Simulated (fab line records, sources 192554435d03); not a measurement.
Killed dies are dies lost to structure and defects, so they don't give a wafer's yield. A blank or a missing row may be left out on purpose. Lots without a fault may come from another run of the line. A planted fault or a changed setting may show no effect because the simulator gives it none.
fab line records | flow n5_finfet
record lots=10 wafers=29 last_day=17
route steps=1938 shown BEOL_M10@1507 TV_LITHO@1886 TV_OPEN@1889 PAD_METAL@1894 PASSIVATION@1936
lots that met no fault: from a run of the same line without faults
start_h: hours from the record's first day to the start of the lot's first wafer shown | wait_h: hours since the lot's step before | " the same as in the row above | L1.1+2: a row that stands for several wafers | - no value, or no start given | * or withheld: withheld | < > ~ a bound
route shown NAME@n: a module of which the file shows steps, and the number in the route of the first | usual: mean/standard deviation of fault-free wafers | same: alike in all rows | chamber/n: place in a boat | sites: the reading at each site | _std_site: their standard deviation | _edge_site: outer sites' mean less inner sites' | radius_mm: how far each site lies from the wafer's centre | mask NAME#n: copy n | behind: the tool/chamber that last shaped the wafer | hold: why the lot was held/for how many hours/how that ended | device: the transistor (n, p or np) that didn't switch | end of line: the same wafers' tests at the end of the route | a step without rows: its recipe alone | killed: dies lost to structure and defects at the first sort, not the wafer's yield | map: a wafer's dies, x killed, . not, _ none there
set.NAME: the setting as run; set.NAME@STEP: as run at that earlier step | model.NAME: the simulator's own value behind a step, which no gauge read
steps of the route over a sample of lots; a table a step, a row a wafer
services: from which hour (start_h, from the record's first day; less than 0 if before it) a tool's chamber was out of use, for how many hours, and why
## steps
# step N5_BEOL_M10_ETCH_66
# recipe chemistry=N2/H2 target=SOC target_depth_a=1200 overetch_a=240 mask_material=SiARC temp_c=40 time_s=180 ion_energy_ev=200 pressure_mtorr=30 source_w=840 bias_w=150 n2_flow_sccm=200 h2_flow_sccm=200
# usual drypump_motor_current_A=5.6/0.59 oes_product_au=0.67/0.063 rf_vpp_V=523.8/2.6 showerhead_plenum_p_Torr=2.54/0.092 temp_c=40.00/0.097 throttle_valve_pct=17.59/0.27
# columns lot.wafer tool chamber start_h wait_h drypump_motor_current_A oes_product_au rf_hours_counter_h rf_vpp_V showerhead_plenum_p_Torr temp_c throttle_valve_pct
L169.3 rie_diel-05 0 212.39 0.0 5.3 0.64 119 521.3 2.46 40.03 17.64
L169.4 " 2 " " 5.6 0.64 - 524.6 2.55 40.03 17.69
L169.6 " 0 " " 5.3 0.64 - 521.0 2.45 39.85 17.65
L168.2 rie_diel-02 3 228.03 0.0 5.8 0.63 129 523.9 2.55 40.00 17.70
L168.5 " 3 " " 5.8 0.63 - 523.0 2.55 39.94 17.70
L168.6 " 0 " " 5.7 0.64 - 521.1 2.46 39.98 17.36
L176.2 rie_diel-06 0 254.82 0.0 5.0 0.69 76 527.1 2.69 39.87 17.46
L176.3 " 1 " " 5.1 0.74 6 521.0 2.49 39.95 17.37
L176.6 " 2 " " 6.4 0.55 - 519.4 2.39 40.06 18.33
L177.5 rie_diel-05 1 260.36 0.1 4.8 0.69 - 523.9 2.48 39.87 17.16
L177.6 " 0 " " 5.2 0.62 - 522.5 2.45 39.97 17.67
L183.1 rie_diel-06 2 314.53 0.0 6.5 0.76 6 528.9 2.70 40.04 17.96
L183.4 " 1 " " 5.1 0.69 - 523.2 2.48 40.06 17.42
L183.6 " 2 " " 6.5 0.77 - 529.4 2.70 39.98 17.96
L182.2 rie_diel-06 1 315.00 0.0 5.1 0.69 30 522.0 2.48 40.00 17.41
L182.5 " 2 " " 6.4 0.77 - 528.5 2.70 40.06 17.96
L182.6 " 1 " " 5.1 0.70 - 522.6 2.48 40.17 17.42
L187.1 rie_diel-05 0 335.32 0.0 5.3 0.61 163 520.2 2.44 40.01 17.72
L187.2 " 3 " " 5.4 0.71 42 521.7 2.49 40.03 17.50
L187.6 " 0 " " 5.2 0.61 - 521.4 2.44 40.09 17.73
L188.1 rie_diel-06 0 337.43 0.0 4.9 0.66 108 526.5 2.67 39.89 17.52
L188.4 " 1 " " 5.1 0.69 38 521.4 2.48 40.07 17.44
L188.5 " 0 " " 5.0 0.67 - 528.3 2.68 39.84 17.52
L186.4 rie_diel-06 1 338.36 0.0 5.1 0.68 39 522.1 2.48 39.89 17.45
L186.5 " 2 " " 6.5 0.75 - 529.1 2.70 39.94 17.96
L186.6 " 3 " " 6.6 0.78 - 525.5 2.58 39.98 17.54
L189.1 rie_diel-05 1 344.75 0.0 4.9 0.67 79 521.3 2.46 40.01 17.21
L189.3 " 3 " " 5.4 0.70 44 521.8 2.49 39.85 17.51
L189.4 " 0 " " 5.3 0.61 167 521.1 2.43 40.06 17.73
# step N5_PASSIVATION_DESCUM_12
# recipe chemistry=O2 time_s=7.9 source_power_w=50 bias_power_w=20 pressure_mtorr=20 rf_frequency_hz=2.712e+07 temp_c=40 o2_flow_sccm=225
# usual bias_power_w=20.00/0.056 drypump_motor_current_A=5.7/0.44 oes_product_au=0.83/0.09 rf_vpp_V=242.6/1.6 showerhead_plenum_p_Torr=2.06/0.079 temp_c=40.01/0.11 throttle_valve_pct=20.20/0.21
# columns lot.wafer tool chamber start_h wait_h bias_power_w drypump_motor_current_A oes_product_au rf_hours_counter_h rf_vpp_V showerhead_plenum_p_Torr temp_c throttle_valve_pct
L169.3 rie_diel-04 2 249.24 0.1 20.06 6.2 0.85 69 244.4 2.12 40.17 19.95
L169.4 " 3 " " 20.09 5.2 0.69 - 241.2 1.98 39.93 20.28
L169.6 " 1 " " 20.00 5.8 0.74 - 241.4 1.92 40.10 20.26
L168.2 rie_diel-03 2 267.50 0.2 19.89 5.0 0.89 37 244.2 2.11 40.02 20.00
L168.5 " 0 " " 20.15 6.1 1.00 - 242.7 2.03 39.94 19.80
L168.6 " 1 " " 19.93 6.3 0.90 - 245.8 2.14 40.19 20.55
L176.2 rie_diel-01 0 302.01 0.0 19.88 5.0 0.87 40 242.6 2.05 40.02 20.07
L176.3 " 2 " " 20.05 5.2 0.74 174 241.5 2.01 39.96 20.41
L176.6 " 2 " " 19.96 5.2 0.75 - 241.9 2.01 40.02 20.41
L177.5 rie_diel-01 0 306.93 0.1 19.98 5.0 0.87 - 243.5 2.05 40.08 20.09
L177.6 " 2 " " 20.01 5.2 0.74 - 242.6 2.01 39.93 20.40
L183.1 rie_diel-01 0 357.80 0.0 20.01 5.0 0.85 58 243.4 2.05 40.09 20.12
L183.4 " 2 " " 19.92 5.2 0.72 192 242.0 2.00 39.89 20.43
L183.6 " 2 " " 19.98 5.2 0.73 - 241.4 2.00 39.89 20.42
L182.2 rie_diel-04 0 358.03 0.1 20.01 5.8 0.88 31 241.0 2.04 39.93 20.34
L182.5 " 1 " " 20.05 5.7 0.71 - 240.7 1.91 40.03 20.32
L182.6 " 0 " " 20.01 5.8 0.88 - 242.6 2.04 40.02 20.33
L187.1 rie_diel-04 2 383.11 0.0 20.01 6.2 0.80 112 243.6 2.10 40.07 20.04
L187.2 " 1 " " 19.94 5.7 0.70 203 240.4 1.91 40.21 20.34
L187.6 " 2 " " 20.05 6.2 0.80 - 243.1 2.10 40.03 20.02
L188.1 rie_diel-04 1 384.24 0.1 19.90 5.7 0.71 204 240.5 1.91 39.96 20.33
L188.4 " 0 " " 20.00 5.8 0.88 37 241.1 2.03 40.23 20.35
L188.5 " 0 " " 20.10 5.8 0.88 - 241.5 2.03 40.09 20.33
L189.1 rie_diel-01 1 388.30 0.0 20.13 5.7 0.78 137 240.9 2.01 40.07 20.21
L189.3 " 3 " " 19.88 5.6 0.71 217 242.0 2.15 39.81 20.26
L189.4 " 0 " " 19.96 4.9 0.84 65 242.0 2.04 39.82 20.12
L186.4 rie_diel-03 1 388.49 0.1 19.98 6.3 0.84 - 245.4 2.13 39.92 20.59
L186.5 " 3 " " 19.99 5.7 0.89 - 242.3 2.04 39.95 20.33
L186.6 " 0 " " 19.98 6.0 0.90 - 241.8 2.02 39.93 19.85
# step N5_PASSIVATION_STRIP_14
# recipe chemistry=O2 power_w=600 temp_c=60 pressure_mtorr=30 rf_frequency_hz=6e+07 bias_power_w=0 overash_fraction=0.5 o2_flow_sccm=225
# usual drypump_motor_current_A=5.7/0.44 oes_product_au=0.83/0.089 rf_vpp_V=3.6/0.95 showerhead_plenum_p_Torr=2.06/0.079 temp_c=59.99/0.11 throttle_valve_pct=16.46/0.2
# same bias_power_w=0
# columns lot.wafer tool chamber start_h wait_h drypump_motor_current_A oes_product_au rf_hours_counter_h rf_vpp_V showerhead_plenum_p_Torr temp_c throttle_valve_pct
L169.3 rie_diel-04 2 249.59 0.1 6.2 0.84 70 2.9 2.12 60.04 16.23
L169.4 " 3 " " 5.1 0.68 - 3.8 1.98 60.02 16.63
L169.6 " 1 " " 5.7 0.74 - 4.9 1.93 60.01 16.55
L168.2 rie_diel-03 2 267.85 0.1 5.0 0.88 37 4.3 2.11 59.75 16.24
L168.5 " 0 " " 6.1 0.99 - 4.4 2.04 60.06 16.06
L168.6 " 1 " " 6.3 0.91 - 3.5 2.14 60.07 16.70
L176.2 rie_diel-01 0 302.36 0.1 5.0 0.87 40 3.9 2.06 60.13 16.36
L176.3 " 2 " " 5.2 0.74 174 3.4 2.01 60.11 16.70
L176.6 " 2 " " 5.2 0.74 - 4.5 2.01 60.15 16.71
L177.5 rie_diel-01 0 307.27 0.0 5.0 0.87 - 2.0 2.06 60.05 16.33
L177.6 " 2 " " 5.2 0.74 - 2.8 2.01 60.11 16.70
L183.1 rie_diel-01 0 358.16 0.1 4.9 0.85 58 3.3 2.05 60.19 16.36
L183.4 " 2 " " 5.2 0.72 192 1.8 2.01 59.99 16.70
L183.6 " 2 " " 5.2 0.72 - 3.9 2.01 59.91 16.73
L182.2 rie_diel-04 0 358.38 0.1 5.8 0.90 31 3.2 2.04 60.03 16.55
L182.5 " 1 " " 5.6 0.70 - 3.2 1.91 60.01 16.61
L182.6 " 0 " " 5.8 0.87 - 3.1 2.04 60.10 16.54
L187.1 rie_diel-04 2 383.46 0.1 6.2 0.80 112 4.0 2.11 59.92 16.30
L187.2 " 1 " " 5.6 0.69 204 4.2 1.91 60.24 16.60
L187.6 " 2 " " 6.2 0.80 - 3.4 2.11 59.97 16.32
L188.1 rie_diel-04 1 384.59 0.1 5.7 0.71 204 4.4 1.91 59.91 16.62
L188.4 " 0 " " 5.8 0.87 38 2.8 2.04 59.98 16.53
L188.5 " 0 " " 5.8 0.88 - 3.6 2.04 60.14 16.57
L189.1 rie_diel-01 1 388.65 0.1 5.7 0.78 137 4.5 2.01 59.93 16.47
L189.3 " 3 " " 5.6 0.70 217 4.0 2.15 59.84 16.60
L189.4 " 0 " " 5.0 0.84 66 6.1 2.05 59.86 16.39
L186.4 rie_diel-03 1 388.83 0.0 6.3 0.83 - 4.5 2.13 60.27 16.79
L186.5 " 3 " " 5.7 0.88 - 3.5 2.05 59.97 16.52
L186.6 " 0 " " 6.1 0.90 - 3.5 2.02 59.97 16.12
# step N5_PASSIVATION_PRE_CLEAN_19
# recipe gas=H2/He time_s=* temp_c=*
# usual heater_power_w=483/22 susceptor_temp_C=*
# columns lot.wafer tool chamber start_h wait_h heater_power_w susceptor_temp_C
L169.3 pvd_sputter-03 - 250.33 0.0 518 *
L169.4 " - " " 497 *
L169.6 " - " " 451 *
L168.2 pvd_sputter-02 - 268.30 0.0 469 *
L168.5 " - " " 495 *
L168.6 " - " " 493 *
L176.2 pvd_sputter-02 - 303.07 0.0 490 *
L176.3 " - " " 477 *
L176.6 " - " " 468 *
L177.5 pvd_sputter-01 - 307.85 0.0 462 *
L177.6 " - " " 472 *
L183.1 pvd_sputter-01 - 360.35 0.0 534 *
L183.4 " - " " 468 *
L183.6 " - " " 464 *
L182.2 pvd_sputter-01 - 360.69 0.0 474 *
L182.5 " - " " 523 *
L182.6 " - " " 456 *
L187.1 pvd_sputter-02 - 384.31 0.0 499 *
L187.2 " - " " 491 *
L187.6 " - " " 462 *
L188.1 pvd_sputter-02 - 385.07 0.0 500 *
L188.4 " - " " 487 *
L188.5 " - " " 484 *
L189.1 pvd_sputter-03 - 389.09 0.0 456 *
L189.3 " - " " 478 *
L189.4 " - " " 529 *
L186.4 pvd_sputter-01 - 389.45 0.0 529 *
L186.5 " - " " 468 *
L186.6 " - " " 458 *
# step N5_PASSIVATION_PROBE_49
# usual defect_limited_yield=91.2/1.6 killed_at_M0_to_M3=34/11 killed_at_M4_up=14/5.7 killed_at_contacts=14/6.6 killed_at_front_end=37/10 killed_at_other=4/3.2 killed_dies=104/19 killed_open=69/13 killed_short=33/8.7 sort_bin_5_function=5.1/1 sort_bin_6_memory=3.3/0.76 sort_bin_8_speed=0.00/0.016 sort_n_pass=1076/19 sort_yield_pct=91.2/1.6
# same gross_dies=1180 killed_at_back_side=0 sort_bin_4_leakage[%]=0
# columns lot.wafer tool chamber start_h wait_h defect_limited_yield[%] killed_at_M0_to_M3 killed_at_M4_up killed_at_contacts killed_at_front_end killed_at_other killed_dies killed_open killed_short sort_bin_5_function[%] sort_bin_6_memory[%] sort_bin_8_speed[%] sort_n_pass sort_yield_pct[%]
L176.2 prober-02 - 308.74 0.1 92.6 25 14 12 29 7 87 61 24 4.5 2.6 0 1093 92.6
L176.3 prober-02 - 308.79 0.1 92.3 31 9 35 15 1 91 66 25 4.3 3.1 0 1089 92.3
L176.6 prober-02 - 308.94 0.3 94.3 18 13 11 23 2 67 47 20 3.1 2.5 0 1113 94.3
L177.5 prober-02 - 313.68 0.2 83.6 34 128 10 21 1 194 49 29 11.0 3.3 0 986 83.6
L177.6 prober-02 - 313.73 0.3 91.4 26 17 11 46 2 102 77 25 4.6 4.0 0 1078 91.4
L183.1 prober-01 - 366.10 0.0 91.2 38 9 9 40 8 104 72 31 5.3 3.4 0 1076 91.2
L183.4 prober-01 - 366.25 0.2 90.9 36 9 10 48 4 107 64 38 5.7 2.7 0 1073 90.9
L183.6 prober-01 - 366.35 0.3 91.4 49 4 10 35 4 102 59 39 4.2 3.9 0 1078 91.4
# killed by level:class
L176.2 MOL_CONTACT_COAG:geometric_particle:open=8 BEOL_M4:geometric_particle:open=8 GATE_CUT:geometric_particle:short=7 BEOL_M1:geometric_particle:open=7 MOL_CONTACT_COAG:geometric_particle:short=4 BEOL_M2:geometric_particle:open=4 PASS1_CAP:geometric_particle:open=4 FIN_SAQP:geometric_particle:short=3
L176.3 MOL_CONTACT_COAG:geometric_particle:open=31 BEOL_M0_SAQP:geometric_particle:open=12 BEOL_M0_SAQP:geometric_particle:short=8 MOL_CONTACT_COAG:geometric_particle:short=4 BEOL_M4:geometric_particle:open=3 BEOL_M1:geometric_particle:short=3 BEOL_M1:geometric_particle:open=3 BEOL_M3:geometric_particle:open=3
L176.6 MOL_CONTACT_COAG:geometric_particle:open=10 STI_FIN_REVEAL:geometric_particle:open=8 BEOL_M4:geometric_particle:open=6 BEOL_M1:geometric_particle:open=5 BEOL_M7:geometric_particle:open=4 GATE_CUT:geometric_particle:short=4 BEOL_M0_SAQP:geometric_particle:short=4 BEOL_M2:geometric_particle:open=4
L177.5 BEOL_M10:unspecified=116 BEOL_M2:geometric_particle:open=8 MOL_CONTACT_COAG:geometric_particle:open=7 BEOL_M3:geometric_particle:open=7 STI_FIN_REVEAL:geometric_particle:open=6 BEOL_M0_SAQP:geometric_particle:open=5 GATE_CUT:geometric_particle:short=4 FIN_SAQP:geometric_particle:short=3
L177.6 STI_FIN_REVEAL:geometric_particle:open=14 FIN_SAQP:geometric_particle:open=10 BEOL_M4:geometric_particle:open=10 MOL_CONTACT_COAG:geometric_particle:open=9 BEOL_M0_SAQP:geometric_particle:open=6 BEOL_M0_SAQP:geometric_particle:short=6 BEOL_M3:geometric_particle:open=5 DUMMY_GATE:geometric_particle:open=5
L183.1 BEOL_M1:geometric_particle:open=11 BEOL_M3:geometric_particle:open=8 BEOL_M0_SAQP:geometric_particle:open=7 STI_FIN_REVEAL:geometric_particle:open=6 GATE_CUT:geometric_particle:short=6 MOL_CONTACT_COAG:geometric_particle:open=6 BEOL_M0_SAQP:geometric_particle:short=6 GATE_CUT:geometric_particle:open=5
L183.4 FIN_SAQP:geometric_particle:short=12 STI_FIN_REVEAL:geometric_particle:open=10 BEOL_M0_SAQP:geometric_particle:short=7 BEOL_M2:geometric_particle:open=7 FIN_SAQP:geometric_particle:open=6 MOL_CONTACT_COAG:geometric_particle:open=5 BEOL_M1:geometric_particle:open=5 MOL_CONTACT_COAG:geometric_particle:short=4
L183.6 BEOL_M0_SAQP:geometric_particle:open=15 BEOL_M0_SAQP:geometric_particle:short=9 MOL_CONTACT_COAG:geometric_particle:open=8 ILD0:geometric_particle:short=7 BEOL_M1:geometric_particle:open=7 BEOL_M3:geometric_particle:open=5 FIN_SAQP:geometric_particle:open=4 STI_FIN_REVEAL:geometric_particle:open=4
## services
# columns tool chamber start_h hours kind
rie_diel-06 - 195.13 28.1 pm
rie_diel-04 3 198.65 1.7 repair
rie_diel-01 1 218.33 2.2 repair
rie_diel-04 0 235.68 - clean
rie_diel-04 0 235.68 - consumable_replace:focus_ring
rie_diel-04 0 235.68 26.3 scheduled_down
rie_diel-04 0 235.68 26.3 vent_cycle
rie_diel-04 - 237.68 2.8 pm
rie_diel-05 - 250.18 0.4 repair
rie_diel-01 0 254.85 1.3 repair
rie_diel-01 0 269.55 3.6 repair
rie_diel-04 - 288.48 2.1 repair
rie_diel-01 1 305.80 8.6 repair
pvd_sputter-03 - 309.90 0.8 repair
rie_diel-05 2 325.98 13.5 repair
rie_diel-05 - 330.64 3.9 repair
pvd_sputter-01 - 335.20 1.6 repair
rie_diel-05 3 336.29 3.1 repair
rie_diel-03 1 336.61 1.6 repair
rie_diel-04 3 336.67 - clean
rie_diel-04 3 336.67 - consumable_replace:focus_ring
rie_diel-04 3 336.67 - consumable_replace:showerhead
rie_diel-02 1 370.04 5.3 repair
rie_diel-03 2 383.66 6.4 repair
## key
first_sign step=N5_PASSIVATION_PROBE_49 reading=killed_at_M4_up direction=up sigmas=20 usual=14 struck=128
effect step=N5_PASSIVATION_PROBE_49 reading=killed_dies direction=up sigmas=4.6 usual=104 struck=194
more_kills_born_at N5_BEOL_M10_ETCH_66@rie_diel-05=116
met_at N5_BEOL_M10_ETCH_66
struck_lots L177
struck_wafers L177.5
not_acting_at N5_PASSIVATION_DESCUM_12,N5_PASSIVATION_STRIP_14,N5_PASSIVATION_PRE_CLEAN_19
fault kind=chamber_particle_source tool=rie_diel-05 chamber=1 onset_h=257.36 steps=N5_BEOL_M10_ETCH_66 rate_per_visit_cm2=0.76987 end_h=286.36
